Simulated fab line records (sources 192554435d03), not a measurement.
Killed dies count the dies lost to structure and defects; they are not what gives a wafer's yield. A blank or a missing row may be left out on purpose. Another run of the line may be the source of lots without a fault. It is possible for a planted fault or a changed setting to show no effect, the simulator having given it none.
Struck lot and sound lot, side by side	flow n5-finfet	15 out of 1938 route steps
Sound: the wafers L198.2, L198.3, L198.6. The struck wafers were L216.1, L216.3, L216.6. At the end, the cause is stated.
Each step with rows lists, per side, the tool, then ch with its chambers, then its first start. Under that, the readings that differ: sound wafers	struck wafers	difference of the means	sigmas: that difference in standard deviations of wafers without a fault.
alike: readings with means less than 2 such deviations apart, plus words and numbers identical on both sides. not compared: withheld readings, readings lacking a value on some wafer, bounds such as >300 that could conceal the same value, and numbers that have no deviation in the record and whose values overlap.
A row with sigmas, a row that says differs or no value, or rows on one side alone: a step with any of these is where the two part. Non-overlapping numbers with no deviation appear without sigmas and do not part them. Lack of a reading on every wafer of one side parts them only where that side has two or more wafers.

first, 1 step without rows for these wafers: N5_BEOL_M11_DEVELOP_10 (develop time 30 s).
N5_BEOL_M11_CD_MEAS_11: target cd 64.1 nm.
  sound on cd-sem-01 ch 0, day 10 14:53; struck on cd-sem-01 ch 0, day 15 11:04
  alike: cd-nm
N5_BEOL_M11_OVL_MEAS_12:
  sound on overlay-01 ch 0, day 10 14:55; struck on overlay-02 ch 0, day 15 11:06
  alike: M11_OVL
N5_BEOL_M11_INSPECT_13: inspects for defects (brightfield).
  sound on defect-inspect-01, day 10 14:56; struck on defect-inspect-01, day 15 11:07
  alike: raw-defect-count
N5_BEOL_M11_DESCUM_16: chemistry O2, time 7.9 s.
  sound on rie-diel-05 ch 0,1,3, day 10 14:58; struck on rie-diel-03 ch 1,2,3, day 15 11:10
  alike: chamber-pressure-mTorr, drypump-motor-current-A, oes-product-au, rf-vpp-V, showerhead-plenum-p-Torr, throttle-valve-pct
  not compared: rf-hours-counter-h
N5_BEOL_M11_ETCH_61: etches SiARC in CF4, target depth 39 nm, time 65 s.
  sound on rie-diel-05 ch 0,1,3, day 10 15:01; struck on rie-diel-03 ch 1,2,3, day 15 11:11
  alike: chamber-pressure-mTorr, drypump-motor-current-A, etch-rf-on-time-s, oes-product-au, rf-vpp-V, showerhead-plenum-p-Torr, throttle-valve-pct
  not compared: rf-hours-counter-h
N5_BEOL_M11_ETCH_62: etches SOC in N2/H2, target depth 110 nm, overetch 22 nm, time 165 s.
  sound on rie-diel-05 ch 0,1,3, day 10 15:04; struck on rie-diel-03 ch 1,2,3, day 15 11:14
  alike: chamber-pressure-mTorr, drypump-motor-current-A, oes-product-au, rf-vpp-V, showerhead-plenum-p-Torr, throttle-valve-pct
  not compared: rf-hours-counter-h
then, 1 step without rows for these wafers: N5_BEOL_M11_STRIP_68 (strips in N2/H2).
N5_BEOL_M11_STRIP_67: strips in CF4.
  sound on rie-diel-05 ch 0,1,3, day 10 15:13; struck on rie-diel-03 ch 1,2,3, day 15 11:23
  alike: chamber-pressure-mTorr, drypump-motor-current-A, oes-product-au, rf-vpp-V, showerhead-plenum-p-Torr, throttle-valve-pct
  not compared: rf-hours-counter-h
then, 1 step without rows for these wafers: N5_BEOL_M11_HM_OPEN_17 (chemistry Cl2/BCl3, target TiN, target depth 20 nm, overetch 6 nm).
N5_BEOL_M11_STRIP_19: strips in O2.
  sound on rie-diel-02 ch 0,1, day 10 15:32; struck on rie-diel-05 ch 0,2,3, day 15 11:37
  alike: chamber-pressure-mTorr, drypump-motor-current-A, oes-product-au, rf-vpp-V, showerhead-plenum-p-Torr, throttle-valve-pct
  not compared: rf-hours-counter-h
N5_BEOL_M11_CD_MEAS_18: pitch 140 nm, target cd 70 nm.
  sound on cd-sem-03, day 10 15:36; struck on cd-sem-01, day 15 11:41
  alike: cd-nm
N5_BEOL_M11_COAT_63: time 60 s, resist thk 100 nm.
  sound on litho-track-04 ch 0, day 10 17:53; struck on litho-track-03 ch 0, day 15 12:38
reading	sound	struck	difference	sigmas
heater-power-total-W (W)	500.9 500.4 501.1	522.2 522.5 522.1	+21.5	+12
plate-temp-C (C)	249.87 249.98 249.94	258.85 259.29 258.82	+9.06	+48
then, 2 steps without rows for these wafers: N5_BEOL_M11_COAT_64 (time 60 s, resist thk 30 nm); N5_PASSIVATION_PROBE_49.

WHERE THEY PART
Only at N5_BEOL_M11_COAT_63, within this record.

WHY: what had been put in by the simulator
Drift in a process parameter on litho-track-03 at N5_BEOL_M11_COAT_63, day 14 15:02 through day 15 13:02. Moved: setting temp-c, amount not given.
